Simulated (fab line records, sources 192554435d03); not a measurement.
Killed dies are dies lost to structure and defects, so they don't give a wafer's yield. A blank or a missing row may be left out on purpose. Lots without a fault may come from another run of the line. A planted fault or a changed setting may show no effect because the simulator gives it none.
A struck lot beside a sound one | flow n5_finfet | 15 steps out of a route of 1938
Sound: wafers L433.1, L433.3, L433.6. Struck: wafers L443.5, L443.6. The cause comes at the end.
At each step with rows: each side's tool, then ch and its chambers, then its first start. Under that, the readings that differ: sound wafers | struck wafers | difference of the means | sigmas: that difference in standard deviations of wafers without a fault.
alike: readings whose means differ by less than 2 such deviations, and words and numbers that are the same on both sides. not compared: withheld readings, readings that some wafer has no value for, bounds like >300 that may hide the same value, and numbers for which the record gives no deviation and whose values overlap.
The two part at a step that has a row with sigmas, a row that says differs or no value, or rows on one side only. Numbers that don't overlap but have no deviation are shown without sigmas and don't part them. A reading that every wafer of one side lacks parts them only if that side has two wafers or more.

first, 6 steps without rows for these wafers: N5_MOL_CONTACT_COAG_COAT_78 (resist thk 40 nm); N5_MOL_CONTACT_COAG_EBR_80; N5_MOL_CONTACT_COAG_SOFTBAKE_79 (time 60 s); N5_MOL_CONTACT_COAG_EXPOSE_81 (exposes mask VG, defocus 0 nm); N5_MOL_CONTACT_COAG_PEB_82 (peb time 60 s); N5_MOL_CONTACT_COAG_DEVELOP_83 (develop time 30 s).
N5_MOL_CONTACT_COAG_CD_MEAS_84: target cd 25.1 nm.
  sound on cd_sem-02 ch 0, day 5 09:00; struck on cd_sem-02 ch 0, day 7 23:30
  alike: cd_nm
N5_MOL_CONTACT_COAG_OVL_MEAS_85:
  sound on overlay-02 ch 0, day 5 09:02; struck on overlay-01 ch 0, day 7 23:33
  reading     | sound          | struck  | difference | sigmas
  VG_OVL (nm) | -0.4 -0.3 -1.0 | 0.9 0.9 | +1.5       | +2
N5_MOL_CONTACT_COAG_INSPECT_57: inspects for defects (brightfield).
  sound on defect_inspect-02, day 5 09:05; struck on defect_inspect-02, day 7 23:35
  alike: raw_defect_count
N5_MOL_CONTACT_COAG_DESCUM_88: chemistry O2, time 7 s.
  sound on rie_diel-06 ch 1,2,3, day 5 09:07; struck on rie_diel-06 ch 1,2, day 7 23:38
  alike: drypump_motor_current_A, oes_product_au, rf_vpp_V, showerhead_plenum_p_Torr, throttle_valve_pct
  not compared: rf_hours_counter_h
N5_MOL_CONTACT_COAG_ETCH_89: etches underlayer in N2/H2, target depth 13 nm, time 10.4 s.
  sound on rie_diel-06 ch 1,2,3, day 5 09:10; struck on rie_diel-06 ch 1,2, day 7 23:40
  alike: drypump_motor_current_A, etch_rf_on_time_s, oes_product_au, rf_vpp_V, showerhead_plenum_p_Torr, throttle_valve_pct
  not compared: rf_hours_counter_h
N5_MOL_CONTACT_COAG_ETCH_90: etches SiARC in CF4, target depth 13 nm, time 21.7 s.
  sound on rie_diel-06 ch 1,2,3, day 5 09:11; struck on rie_diel-06 ch 1,2, day 7 23:42
  alike: cf4_flow_sccm, drypump_motor_current_A, etch_rf_on_time_s, mfc_ar_sccm, oes_product_au, rf_vpp_V, showerhead_plenum_p_Torr, throttle_valve_pct
  not compared: rf_hours_counter_h
N5_MOL_CONTACT_COAG_ALD_131: deposits SiO2, target thk 5 nm, pulse time 1 s, co reactant pulse time 1 s.
  sound on ald_sin-02 ch 0,2,3, day 5 09:16; struck on ald_sin-03 ch 1,2, day 7 23:50
  reading                                            | sound    | struck  | difference | sigmas
  ald_cycles                                         | 35 35 35 | 39 39   | +4         |
  model.SiO2_of_MOL_CONTACT_COAG_ALD_131.thk_nm (nm) | 5 5 5    | 5.6 5.6 | +0.6       |
  alike: heater_power_w, precursor_pulse_height_rel
N5_MOL_CONTACT_COAG_ETCHBACK_132: etches SiO2 in CHF3, target depth 10 nm, time 6.7 s.
  sound on rie_diel-02 ch 0,1,3, day 5 09:26; struck on rie_diel-06 ch 1,2, day 7 23:57
  alike: drypump_motor_current_A, mfc_ar_sccm, oes_product_au, rf_vpp_V, showerhead_plenum_p_Torr, throttle_valve_pct
  not compared: rf_hours_counter_h
-- the record jumps here: 4 days lie between the struck wafers' starts before and after (it left off in module MOL_CONTACT_COAG and takes up again in module BEOL_M4, whose first step shown is number 1111 of the route) --
N5_BEOL_M4_RC_MEAS_101:
  sound on prober-01 ch 0, day 8 03:00; struck on prober-01 ch 0, day 11 23:11
  alike: DIBL_N, DIBL_P, IOFF_N, IOFF_P, ION_N, ION_P, SS_N, SS_P, VT_N, VT_P

WHERE THEY PART
Only at N5_MOL_CONTACT_COAG_OVL_MEAS_85, within this record. Later steps at which nothing parts them and some readings are alike: N5_MOL_CONTACT_COAG_INSPECT_57, N5_MOL_CONTACT_COAG_DESCUM_88, N5_MOL_CONTACT_COAG_ETCH_89, N5_MOL_CONTACT_COAG_ETCH_90, N5_MOL_CONTACT_COAG_ALD_131, N5_MOL_CONTACT_COAG_ETCHBACK_132, N5_BEOL_M4_RC_MEAS_101.

WHY: what the simulator had put in
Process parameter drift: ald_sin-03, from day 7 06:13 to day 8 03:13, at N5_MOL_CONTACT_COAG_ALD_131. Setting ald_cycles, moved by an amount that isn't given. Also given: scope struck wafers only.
